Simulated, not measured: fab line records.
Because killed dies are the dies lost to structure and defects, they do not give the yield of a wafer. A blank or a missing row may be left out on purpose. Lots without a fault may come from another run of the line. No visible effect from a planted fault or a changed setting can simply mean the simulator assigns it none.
fab line records | flow nandHarc
record: lots: 7 wafers: 20 lastDay: 24
route steps=1159 shown A_BLC@992 A_M0@994 END@1159
lots that met no fault: from a run of the same line without faults
startH: hours from the record's first day to the start of the lot's first wafer shown | waitH: hours elapsed since this lot's preceding step | " the same as in the row above | L1.1+2: one row covering several wafers at once | - no value present, or no start provided | * or withheld: withheld | < > ~ a bound
route shown NAME@n: a module of which the file shows steps, and the number in the route of the first | usual: mean and standard deviation over wafers with no fault | same: alike in all rows | chamber/n: place in a boat | sites: per-site readings | _std_site: how widely they spread, as a standard deviation | _edge_site: mean of outer sites minus mean of inner sites | radiusMm: for every site, how far away it sits from the centre of the wafer | mask NAME#n: copy n | behind: tool/chamber where the wafer was last shaped | hold: why the lot was held/for how many hours/how that ended | device: names the non-switching transistor (n, p or np) | end of line: at the end of the route, the tests of the same wafers | where a step has no rows: the recipe by itself | killed: the dies lost at the first sort to structure and to defects; this is not the yield of the wafer | map: a wafer's dies, x killed, . not, _ none there
set.NAME: setting as actually run; set.NAME@STEP: the setting as run at that earlier step | model.NAME: the simulator's own value behind a step, which no gauge read
lots at selected steps of the route; one table per step, one row per wafer
services: a tool's chamber out of use, with start hour (startH, from the record's first day; less than 0 if before it), hours out, and reason
== steps ==
step: NHARC_A_BLC_SRD_27
step: NHARC_A_BLC_INSPECT_28
usual: rawDefectCount: 451/150
columns lot.wafer tool chamber startH waitH rawDefectCount
L329.1 defectInspect-02 - 437.96 0.1 565
L329.3 " - " " 419
L329.6 " - " " 517
L336.2 defectInspect-02 - 473.15 0.1 427
L336.5 " - " " 450
L336.6 " - " " 348
L340.1 defectInspect-02 - 503.17 0.1 313
L340.3 " - " " 430
L340.6 " - " " 595
L342.1 defectInspect-02 - 508.52 0.1 503
L342.2 " - " " 532
L342.5 " - " " 367
L344.1 defectInspect-02 - 513.84 0.1 586
L344.4 " - " " 639
L344.6 " - " " 594
L347.2 defectInspect-02 - 532.71 0.1 267
L347.5 " - " " 359
L348.2 defectInspect-01 - 536.18 0.1 318
L348.3 " - " " 238
L348.5 " - " " 270
step: NHARC_A_M0_DEP_00
recipe: targetThkA: 1500 targetThkNm: 150 tempC: withheld pressureTorr: 5 flowSccm: 200 rfW: 600 material: SiOC
step: NHARC_A_M0_DEHYDRATE_01
recipe: tempC: 150 timeS: 120
step: NHARC_A_M0_HMDS_02
recipe: timeS: 30
step: NHARC_A_M0_COAT_33
recipe: tempC: 200 timeS: 65
step: NHARC_A_M0_COAT_03
recipe: spinRpm: 1500 resistThkNm: 90
step: NHARC_A_M0_SOFTBAKE_04
recipe: tempC: 105 timeS: 55
step: NHARC_A_M0_EBR_05
step: NHARC_A_M0_EXPOSE_06
recipe: na: 1.35 targetCdNm: 80 doseMj: 83.25 maskId: A_M0
step: NHARC_A_M0_PEB_07
recipe: pebTempC: 100 pebTimeS: 65
step: NHARC_A_M0_DEVELOP_08
recipe: developTimeS: 35 devTempC: 23
usual: resistLineTempC: 22.99/0.1
columns lot.wafer tool chamber startH waitH resistLineTempC
L329.1 lithoTrack-04 0 438 - 22.97
L329.3 " 0 " " 22.86
L329.6 " 0 " " 22.85
L336.2 lithoTrack-04 0 473 - 22.90
L336.5 " 0 " " 23.04
L336.6 " 0 " " 23.00
L340.1 lithoTrack-04 0 504 - 22.93
L340.3 " 0 " " 23.06
L340.6 " 0 " " 22.95
L342.1 lithoTrack-06 0 509 - 23.01
L342.2 " 0 " " 23.05
L342.5 " 0 " " 22.95
L344.1 lithoTrack-04 0 514 - 23.06
L344.4 " 0 " " 22.91
L344.6 " 0 " " 23.05
L347.2 lithoTrack-04 0 533 - 23.04
L347.5 " 0 " " 23.00
L348.2 lithoTrack-06 0 537 - 23.08
L348.3 " 0 " " 22.92
L348.5 " 0 " " 23.03
step: NHARC_A_M0_CD_MEAS_09
recipe: targetCdNm: 80 landingEnergyEv: 500
usual: cdNm: 80.3/0.92
columns lot.wafer tool chamber startH waitH cdNm
L329.1 cdSem-03 0 438.85 - 80.9
L329.3 " 0 " " 81.1
L329.6 " 0 " " 80.4
L336.2 cdSem-02 0 474.06 - 79.7
L336.5 " 0 " " 80.3
L336.6 " 0 " " 79.8
L340.1 cdSem-03 0 504.13 - 75.6
L340.3 " 0 " " 80.2
L340.6 " 0 " " 79.9
L342.1 cdSem-01 0 509.41 - 80.0
L342.2 " 0 " " 79.3
L342.5 " 0 " " 79.1
L344.1 cdSem-01 0 514.75 - 77.1
L344.4 " 0 " " 81.0
L344.6 " 0 " " 80.8
L347.2 cdSem-02 0 533.62 - 80.0
L347.5 " 0 " " 76.2
L348.2 cdSem-01 0 537.09 - 79.4
L348.3 " 0 " " 78.8
L348.5 " 0 " " 78.2
step: NHARC_A_M0_OVL_MEAS_10
recipe: pitchNm: 160
usual: overlayXNm: -0.1/0.77 overlayYNm: 0.1/0.9
columns lot.wafer tool chamber startH waitH overlayXNm overlayYNm
L329.1 overlay-01 - 438.94 - 0.0 0.1
L329.3 " - " " 0.0 0.0
L329.6 " - " " -0.4 0.7
L336.2 overlay-02 - 474.15 - -0.4 0.0
L336.5 " - " " -0.2 -0.4
L336.6 " - " " -0.4 0.1
L340.1 overlay-01 - 504.22 - 0.8 -1.3
L340.3 " - " " 0.4 -1.2
L340.6 " - " " 0.3 -1.7
L342.1 overlay-02 - 509.51 - -1.2 1.2
L342.2 " - " " -0.8 1.1
L342.5 " - " " -1.5 1.0
L344.1 overlay-01 - 514.84 - -1.8 1.0
L344.4 " - " " -1.0 1.5
L344.6 " - " " -1.0 1.2
L347.2 overlay-02 - 533.72 - 1.3 0.7
L347.5 " - " " 1.2 0.4
L348.2 overlay-02 - 537.17 - -0.9 -0.3
L348.3 " - " " -1.2 -0.5
L348.5 " - " " -0.7 -0.2
step: NHARC_A_M0_INSPECT_11
usual: rawDefectCount: 32/15
columns lot.wafer tool chamber startH waitH rawDefectCount
L329.1 defectInspect-02 - 438.98 0.0 37
L329.3 " - " " 45
L329.6 " - " " 48
L336.2 defectInspect-01 - 474.18 0.0 36
L336.5 " - " " 39
L336.6 " - " " 39
L340.1 defectInspect-01 - 504.26 0.0 25
L340.3 " - " " 20
L340.6 " - " " 29
L342.1 defectInspect-01 - 509.55 0.0 11
L342.2 " - " " 13
L342.5 " - " " 10
L344.1 defectInspect-01 - 514.88 0.0 69
L344.4 " - " " 51
L344.6 " - " " 55
L347.2 defectInspect-01 - 533.76 0.0 37
L347.5 " - " " 46
L348.2 defectInspect-01 - 537.21 0.0 28
L348.3 " - " " 38
L348.5 " - " " 27
step: NHARC_A_M0_DESCUM_14
recipe: timeS: 3 o2FlowSccm: 200 arFlowSccm: 0 biasPowerW: 0 chemistry: O2
usual: chamberPressureMTorr: 60.00/0.062 drypumpMotorCurrentA: 5.8/0.49 oesProductAu: 1.000/0.013 rfVppV: 57.7/1 showerheadPlenumPTorr: 1.90/0.1 throttleValvePct: 11.312/0.0086
same: timeS: 3
columns lot.wafer tool chamber startH waitH chamberPressureMTorr drypumpMotorCurrentA oesProductAu rfHoursCounterH rfVppV showerheadPlenumPTorr throttleValvePct model.A_M0.cdNm
L329.1 rieDiel-06 1 439.05 0.1 59.94 5.9 0.986 1 59.4 2.06 11.310 80.52
L329.3 " 2 " " 59.94 5.4 0.978 2 57.2 1.88 11.315 80.4
L329.6 " 1 " " 59.99 5.8 0.989 - 59.1 2.06 11.316 80.05
L336.2 rieDiel-12 2 474.25 0.1 60.01 6.6 1.020 6 59.6 2.00 11.304 79.37
L336.5 " 1 " " 60.05 5.8 1.002 - 59.6 1.78 11.308 80.12
L336.6 " 2 " " 60.06 6.6 1.016 - 58.0 2.00 11.314 79.57
L340.3 rieDiel-13 1 504.33 0.1 59.99 6.0 1.019 3 57.3 1.93 11.306 79.85
L340.1 " 2 " " 60.05 5.9 1.004 3 57.1 1.78 11.306 75.25
L340.6 " 1 " " 60.04 6.0 1.025 - 59.7 1.93 11.306 79.27
L342.1 rieDiel-06 2 509.61 0.1 59.97 5.4 0.979 6 58.0 1.88 11.311 79.91
L342.2 " 3 " " 60.13 5.3 0.977 6 57.3 2.01 11.319 79.56
L342.5 " 2 " " 59.83 5.4 0.983 - 58.5 1.88 11.304 78.58
L344.4 rieDiel-13 3 514.95 0.1 60.00 5.0 0.993 5 58.2 1.85 11.316 81.73
L344.1 " 0 " " 59.93 6.7 0.985 2 56.5 1.79 11.326 77.3
L344.6 " 2 " " 60.14 5.9 0.995 - 57.2 1.78 11.312 80.43
L347.2 rieDiel-13 1 533.84 0.1 59.93 6.0 1.016 6 56.7 1.93 11.312 79.83
L347.5 " 2 " " 59.93 5.9 1.005 - 58.6 1.78 11.315 75.79
L348.2 rieDiel-12 3 537.29 0.1 59.98 6.2 1.003 10 56.7 2.04 11.321 79.74
L348.3 " 0 " " 59.89 5.7 1.000 9 58.1 1.82 11.324 78.78
L348.5 " 1 " " 59.99 5.8 0.999 - 56.6 1.78 11.325 77.96
step: NHARC_A_M0_ETCH_34
recipe: targetDepthA: 400 overetchA: 120 timeS: 43.94 ionEnergyEv: 200 n2FlowSccm: 150 h2FlowSccm: 150 arFlowSccm: 0 rfW: 400 biasW: 150 chemistry: N2/H2
usual: chamberPressureMTorr: 30.003/0.026 drypumpMotorCurrentA: 5.8/0.53 oesProductAu: 1.000/0.012 rfVppV: 430/3.2 showerheadPlenumPTorr: 2.03/0.11 throttleValvePct: 14.172/0.0085
same: timeS: 43.94
columns lot.wafer tool chamber startH waitH chamberPressureMTorr drypumpMotorCurrentA oesProductAu rfHoursCounterH rfVppV showerheadPlenumPTorr throttleValvePct
L329.3 rieDiel-06 3 439.13 0.1 30.028 5.4 0.976 2 434 2.15 14.176
L329.1 " 1 " " 30.002 5.9 0.987 1 435 2.20 14.173
L329.6 " 2 " " 29.994 5.4 0.992 - 430 2.01 14.173
L336.2 rieDiel-12 1 474.35 0.1 29.993 5.8 1.006 6 426 1.89 14.175
L336.5 " 2 " " 29.985 6.6 1.010 - 434 2.14 14.162
L336.6 " 3 " " 29.984 6.2 1.014 - 434 2.18 14.167
L340.3 rieDiel-13 2 504.42 0.1 30.014 5.9 1.003 3 425 1.90 14.161
L340.1 " 1 " " 29.996 6.0 1.021 3 432 2.06 14.164
L340.6 " 3 " " 29.988 5.0 1.005 - 427 1.97 14.149
L342.2 rieDiel-06 2 509.70 0.1 30.034 5.4 0.983 6 430 2.00 14.165
L342.1 " 3 " " 29.989 5.3 0.986 6 434 2.15 14.182
L342.5 " 2 " " 29.954 5.4 0.979 - 429 2.01 14.164
L344.1 rieDiel-13 1 515.03 0.1 29.982 6.0 1.021 4 431 2.06 14.169
L344.4 " 2 " " 30.072 6.0 1.000 5 427 1.90 14.164
L344.6 " 3 " " 29.985 5.0 1.000 - 428 1.97 14.179
L347.2 rieDiel-13 3 533.90 0.1 30.008 5.0 0.998 6 428 1.97 14.168
L347.5 " 3 " " 30.027 5.0 1.008 - 428 1.97 14.169
L348.3 rieDiel-12 1 537.36 0.1 30.007 5.7 1.000 10 427 1.89 14.174
L348.2 " 3 " " 30.002 6.2 1.005 10 435 2.18 14.189
L348.5 " 1 " " 30.029 5.8 0.999 - 427 1.89 14.171
step: NHARC_A_M0_ETCH_15
recipe: targetDepthA: 1500 overetchA: 150 timeS: 82.5 c4f8FlowSccm: withheld arFlowSccm: 400 rfW: 600 biasW: 300 chemistry: C4F8/Ar
usual: chamberPressureMTorr: 24.999/0.024 oesProductAu: 0.951/0.024 rfVppV: 441/3.2
same: timeS: 82.5
columns lot.wafer tool chamber startH waitH chamberPressureMTorr oesProductAu rfHoursCounterH rfVppV model.A_M0.cdNm
L329.1 rieDiel-06 2 - - 24.975 0.970 2 439 80.51
L329.3 " 0 " " 24.984 0.962 1 443 80.56
L329.6 " 3 " " 25.021 0.959 - 445 80.44
L336.2 rieDiel-12 3 - - 25.026 0.935 6 445 79.6
L336.6 " 2 " " 25.041 0.935 - 444 79.97
L336.5 " 3 " " 24.959 0.932 - 445 80.32
L340.1 rieDiel-13 1 - - 25.047 0.991 3 441 75.49
L340.3 " 2 " " 25.030 0.978 3 435 79.43
L340.6 " 3 " " 25.011 0.962 - 440 79.45
L342.2 rieDiel-06 3 - - 24.982 0.948 6 444 79.79
L342.1 " 1 " " 25.016 0.960 5 445 79.66
L342.5 " 0 " " 25.031 0.990 - 442 78.8
L344.4 rieDiel-13 1 - - 25.047 0.976 4 441 82.14
L344.1 " 3 " " 24.985 0.970 5 439 77.94
L344.6 " 0 " " 25.027 0.916 - 436 81.16
L347.2 rieDiel-13 0 - - 25.039 0.963 4 438 80.13
L347.5 " 3 " " 25.019 0.952 - 439 76.19
L348.2 rieDiel-12 0 - - 25.039 0.915 9 437 79.89
L348.3 " 2 " " 24.996 0.943 10 444 78.68
L348.5 " 3 " " 25.031 0.922 - 444 77.9
step: NHARC_A_M0_CD_MEAS_16
usual: cdNm: 80.4/1.1
columns lot.wafer tool chamber startH waitH cdNm
L329.1 cdSem-01 - 439.34 - 80.6
L329.3 " - " " 80.8
L329.6 " - " " 80.5
L336.2 cdSem-02 - 474.54 - 79.7
L336.5 " - " " 80.6
L336.6 " - " " 80.1
L340.1 cdSem-02 - 504.66 - 75.5
L340.3 " - " " 79.4
L340.6 " - " " 79.4
L342.1 cdSem-01 - 509.91 - 79.8
L342.2 " - " " 79.9
L342.5 " - " " 78.7
L344.1 cdSem-02 - 515.24 - 78.1
L344.4 " - " " 82.1
L344.6 " - " " 81.1
L347.2 cdSem-02 - 534.12 - 80.6
L347.5 " - " " 76.3
L348.2 cdSem-02 - 537.58 - 79.9
L348.3 " - " " 78.8
L348.5 " - " " 77.8
step: NHARC_A_M0_STRIP_18
recipe: powerW: 1000 n2FlowSccm: 150 h2FlowSccm: 150 arFlowSccm: 0 biasW: 0 chemistry: N2/H2
usual: chamberPressureMTorr: 30.004/0.028 drypumpMotorCurrentA: 5.8/0.5 oesProductAu: 1.002/0.012 rfVppV: 90.7/1 showerheadPlenumPTorr: 2.03/0.11 throttleValvePct: 14.171/0.01
columns lot.wafer tool chamber startH waitH chamberPressureMTorr drypumpMotorCurrentA oesProductAu rfHoursCounterH rfVppV showerheadPlenumPTorr throttleValvePct
L329.3 rieDiel-13 1 439.41 0.1 29.980 6.0 1.006 13 91.2 2.06 14.160
L329.1 " 3 " " 30.005 5.0 1.001 13 90.4 1.98 14.150
L329.6 " 1 " " 30.001 6.0 1.002 - 91.0 2.06 14.176
L336.2 rieDiel-06 2 474.62 0.1 30.000 5.4 0.984 4 90.4 2.01 14.151
L336.5 " 2 " " 29.969 5.4 0.980 - 89.9 2.01 14.178
L336.6 " 3 " " 29.995 5.4 0.984 - 91.6 2.15 14.152
L340.1 rieDiel-13 1 504.74 0.1 30.001 5.9 1.021 3 89.6 2.06 14.153
L340.3 " 3 " " 30.007 5.0 0.995 3 90.7 1.97 14.175
L340.6 " 1 " " 29.995 6.0 1.025 - 90.9 2.06 14.175
L342.2 rieDiel-13 2 509.98 0.1 30.014 6.0 1.000 4 89.7 1.90 14.187
L342.1 " 1 " " 30.023 6.0 1.026 4 89.5 2.06 14.164
L342.5 " 1 " " 29.967 6.0 1.023 - 91.8 2.06 14.172
L344.1 rieDiel-06 3 515.31 0.1 29.998 5.4 0.992 7 90.7 2.15 14.182
L344.4 " 1 " " 30.013 5.9 0.993 5 92.1 2.19 14.169
L344.6 " 0 " " 29.987 5.2 1.003 - 92.5 2.10 14.175
L347.2 rieDiel-12 3 534.27 0.1 29.963 6.1 1.002 10 93.0 2.18 14.178
L347.5 " 1 " " 29.991 5.8 0.993 - 89.4 1.89 14.194
L348.3 rieDiel-06 3 537.68 0.1 30.003 5.4 0.987 8 92.5 2.15 14.154
L348.2 " 0 " " 30.002 5.2 1.012 7 92.7 2.10 14.173
L348.5 " 2 " " 29.973 5.4 0.983 - 91.3 2.00 14.176
step: NHARC_END_SORT_01
recipe: tempC: 25
usual: defectLimitedYield: 95.4/1.7 killedAtArray: 28/11 killedAtOther: 0.6/0.85 killedAtPeriphery: 2.8/2.3 killedDies: 31/11 killedOpen: 3.1/1.6 killedShort: 2.0/1.4 sort_bin_2_pct: 1.4/0.73 sort_bin_3_pct: 0.27/0.23 sort_bin_4_pct: 2.9/1.1 sortNPass: 646/11 sortRimYieldPct: 95/3.2 sortYieldPct: 95.4/1.7
same: grossDies: 677 sort_bin_5_pct[%]: 0 sort_bin_6_pct[%]: 0 sort_bin_7_pct[%]: 0 sort_bin_8_pct[%]: 0 sortRimNGross: 106.00
columns lot.wafer tool chamber startH waitH defectLimitedYield[%] killedAtArray killedAtOther killedAtPeriphery killedDies killedOpen killedShort sort_bin_2_pct[%] sort_bin_3_pct[%] sort_bin_4_pct[%] sortNPass sortRimYieldPct[%] sortYieldPct[%]
L329.1 prober-02 0 479.60 2.5 94.7 32 0 4 36 3 2 2.2 0.30 2.8 641 97 94.7
L329.3 prober-02 0 481.20 3.1 93.6 40 1 2 43 3 2 1.3 0.44 4.6 634 93 93.6
L329.6 prober-02 0 483.59 4.0 92.6 46 0 4 50 3 1 2.1 0.74 4.6 627 98 92.6
L336.2 prober-02 0 516.34 2.8 95.6 30 0 0 30 1 0 1.3 0.30 2.8 647 99 95.6
L336.5 prober-02 0 518.71 3.7 94.5 34 0 3 37 3 0 1.9 0.15 3.4 640 99 94.5
L336.6 prober-02 0 519.50 3.9 95.1 31 0 2 33 2 1 1.8 0.30 2.8 644 94 95.1
L340.1 prober-02 0 543.78 2.5 97.2 18 0 1 19 2 1 1.0 0.15 1.6 658 92 97.2
L340.3 prober-02 0 545.37 3.1 96.5 21 0 3 24 2 4 1.5 0.15 1.9 653 99 96.5
L340.6 prober-02 0 547.74 4.0 96.5 23 0 1 24 2 0 1.0 0.15 2.4 653 92 96.5
L342.1 prober-02 0 551.53 2.5 97.5 13 1 3 17 5 1 0.3 0.30 1.9 660 98 97.5
L342.2 prober-02 0 552.33 2.8 97.3 13 0 5 18 4 1 1.2 0 1.5 659 97 97.3
L342.5 prober-02 0 554.72 3.7 98.4 8 1 2 11 2 2 0.6 0 1.0 666 99 98.4
L344.1 prober-01 0 556.34 2.5 91.7 54 0 2 56 4 0 3.4 0.15 4.7 621 89 91.7
L344.4 prober-01 0 558.72 3.4 93.1 42 1 4 47 3 3 2.2 0.30 4.4 630 92 93.1
L344.6 prober-01 0 560.32 4.0 92.8 45 0 4 49 2 3 3.1 0.15 4.0 628 92 92.8
killed by level:class
L329.1 A_CHANNEL_HOLE_D1:chamberFilmFlake=16 A_SLIT:chamberFilmFlake=9 A_M1:geometricParticle:open=3 P_GATE:chamberFilmFlake=2 A_STAIRCASE:chamberFilmFlake=2 P_CONTACT:geometricParticle:short=1 A_ONON_D1:geometricParticle:short=1 A_CONTACT:chamberFilmFlake=1
L329.3 A_CHANNEL_HOLE_D1:chamberFilmFlake=18 A_CONTACT:chamberFilmFlake=6 A_STAIRCASE:chamberFilmFlake=6 A_SLIT:chamberFilmFlake=6 A_ONON_D1:geometricParticle:open=1 A_CHANNEL_FILL_D1:geometricParticle:short=1 A_WL_FILL:geometricParticle:short=1 A_CONTACT:geometricParticle:open=1
L329.6 A_CHANNEL_HOLE_D1:chamberFilmFlake=26 A_SLIT:chamberFilmFlake=13 A_CHANNEL_FILL_D1:geometricParticle:open=2 P_ZERO_WELL:chamberFilmFlake=2 A_STAIRCASE:chamberFilmFlake=2 A_CONTACT:chamberFilmFlake=2 P_CONTACT:geometricParticle:open=1 A_WL_FILL:geometricParticle:short=1
L336.2 A_SLIT:chamberFilmFlake=16 A_CHANNEL_HOLE_D1:chamberFilmFlake=5 A_STAIRCASE:chamberFilmFlake=4 A_CONTACT:chamberFilmFlake=2 A_M0:geometricParticle:open=1 A_WL_FILL:chamberFilmFlake=1 A_M1:chamberFilmFlake=1
L336.5 A_SLIT:chamberFilmFlake=15 A_STAIRCASE:chamberFilmFlake=7 A_CHANNEL_HOLE_D1:chamberFilmFlake=6 A_CONTACT:chamberFilmFlake=3 A_M0:geometricParticle:open=2 P_GATE:chamberFilmFlake=2 A_SLIT:geometricParticle:open=1 P_ZERO_WELL:chamberFilmFlake=1
L336.6 A_SLIT:chamberFilmFlake=12 A_CHANNEL_HOLE_D1:chamberFilmFlake=5 A_STAIRCASE:chamberFilmFlake=5 A_CONTACT:chamberFilmFlake=4 A_WL_FILL:chamberFilmFlake=2 A_M1:chamberFilmFlake=2 P_M0:geometricParticle:short=1 P_M0:geometricParticle:open=1
L340.1 A_CHANNEL_HOLE_D1:chamberFilmFlake=11 A_CHANNEL_FILL_D1:chamberFilmFlake=2 A_CHANNEL_FILL_D1:geometricParticle:short=1 A_CONTACT:geometricParticle:open=1 A_M0:geometricParticle:open=1 P_CONTACT:chamberFilmFlake=1 A_STAIRCASE:chamberFilmFlake=1 A_CONTACT:chamberFilmFlake=1
L340.3 A_CHANNEL_HOLE_D1:chamberFilmFlake=16 P_CONTACT:geometricParticle:short=1 P_M1:geometricParticle:open=1 A_CHANNEL_HOLE_D1:geometricParticle:open=1 A_CHANNEL_FILL_D1:geometricParticle:short=1 A_WL_FILL:geometricParticle:short=1 A_M0:geometricParticle:short=1 P_CONTACT:chamberFilmFlake=1
L340.6 A_CHANNEL_HOLE_D1:chamberFilmFlake=15 A_CONTACT:chamberFilmFlake=3 A_STAIRCASE:chamberFilmFlake=2 P_M0:geometricParticle:open=1 A_ONON_D1:geometricParticle:open=1 A_ZERO_WELL:chamberFilmFlake=1 A_CHANNEL_FILL_D1:chamberFilmFlake=1
L342.1 A_CHANNEL_HOLE_D1:chamberFilmFlake=4 A_CONTACT:chamberFilmFlake=3 P_STI:chamberFilmFlake=2 P_CONTACT:geometricParticle:open=1 A_SOURCE_PLATE:geometricParticle:open=1 A_ONON_D1:geometricParticle:open=1 A_CHANNEL_FILL_D1:geometricParticle:open=1 A_CONTACT:geometricParticle:short=1
L342.2 A_CHANNEL_HOLE_D1:chamberFilmFlake=8 P_STI:chamberFilmFlake=2 P_STI:geometricParticle:short=1 P_M0:geometricParticle:open=1 A_CONTACT:geometricParticle:open=1 A_BLC:geometricParticle:open=1 A_M0:geometricParticle:open=1 P_GATE:chamberFilmFlake=1
L342.5 A_CHANNEL_HOLE_D1:chamberFilmFlake=4 P_M0:geometricParticle:short=1 A_ONON_D1:geometricParticle:open=1 A_CONTACT:geometricParticle:open=1 STARTING-WAFER:geometricParticle:short=1 P_STI:chamberFilmFlake=1 A_ZERO_WELL:chamberFilmFlake=1 A_CONTACT:chamberFilmFlake=1
L344.1 A_CHANNEL_HOLE_D1:chamberFilmFlake=26 A_SLIT:chamberFilmFlake=20 A_CONTACT:chamberFilmFlake=3 A_WL_FILL:chamberFilmFlake=2 P_CONTACT:geometricParticle:open=1 P_M0:geometricParticle:open=1 A_CHANNEL_FILL_D1:geometricParticle:open=1 A_BLC:geometricParticle:open=1
L344.4 A_CHANNEL_HOLE_D1:chamberFilmFlake=22 A_SLIT:chamberFilmFlake=15 A_ONON_D1:geometricParticle:short=2 P_CONTACT:geometricParticle:open=1 P_M0:geometricParticle:open=1 A_SGD_CUT:geometricParticle:short=1 STARTING-WAFER:geometricParticle:open=1 P_GATE:chamberFilmFlake=1
L344.6 A_CHANNEL_HOLE_D1:chamberFilmFlake=25 A_SLIT:chamberFilmFlake=11 A_CONTACT:chamberFilmFlake=4 P_ZERO_WELL:chamberFilmFlake=2 P_CONTACT:geometricParticle:open=1 P_M1:geometricParticle:short=1 A_CHANNEL_HOLE_D1:geometricParticle:open=1 A_WL_FILL:geometricParticle:short=1
== services ==
columns tool chamber startH hours kind
rieDiel-06 - 418.20 9.0 pm
rieDiel-13 0 432.43 - clean
rieDiel-13 1 432.43 - clean
rieDiel-13 2 432.43 - clean
rieDiel-13 3 432.43 - clean
rieDiel-06 0 432.96 1.4 repair
rieDiel-06 1 448.11 5.5 repair
rieDiel-13 - 453.00 9.0 pm
rieDiel-13 0 453.00 9.0 ventCycle
rieDiel-13 1 453.00 9.0 ventCycle
rieDiel-13 2 453.00 9.0 ventCycle
rieDiel-13 3 453.00 9.0 ventCycle
rieDiel-13 0 462.00 - clean
rieDiel-13 1 462.00 - clean
rieDiel-13 2 462.00 - clean
rieDiel-13 3 462.00 - clean
lithoTrack-06 - 467.00 7.0 pm
rieDiel-13 0 473.94 9.2 repair
rieDiel-13 0 486.63 - clean
rieDiel-13 1 486.63 - clean
lithoTrack-04 - 491.00 7.0 pm
rieDiel-13 0 503.19 11.3 repair
rieDiel-06 3 519.51 2.8 repair
rieDiel-06 0 525.49 6.9 repair
== key ==
firstSign: step: NHARC_A_M0_CD_MEAS_09 reading: cdNm direction: down sigmas: 4.3 usual: 80.3 struck: 76.3
effect: step: NHARC_A_M0_CD_MEAS_16 reading: cdNm direction: down sigmas: 3.5 usual: 80.4 struck: 76.7
modelEffect: step: NHARC_A_M0_DESCUM_14 value: A_M0.cdNm without: 79.82 struck: 76.11
modelEffect: step: NHARC_A_M0_ETCH_15 value: A_M0.cdNm without: 80.24 struck: 76.54
metAt NHARC_A_M0_DEVELOP_08
struckWafers L340.1,L344.1,L347.5
sortLeftOut L347.5
onsetBetween 473 504
fault: kind: processParameterDrift tool: lithoTrack-04 chamber: - onsetH: 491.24 steps: NHARC_A_M0_DEVELOP_08 channel: developTimeS offset: * shape: step endH: 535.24 scope: struckWafersOnly actsIn: * stated: *
sortLeftOut: the simulated sort isn't trusted on such a fault, so these wafers' sort isn't shown, and their yield isn't known
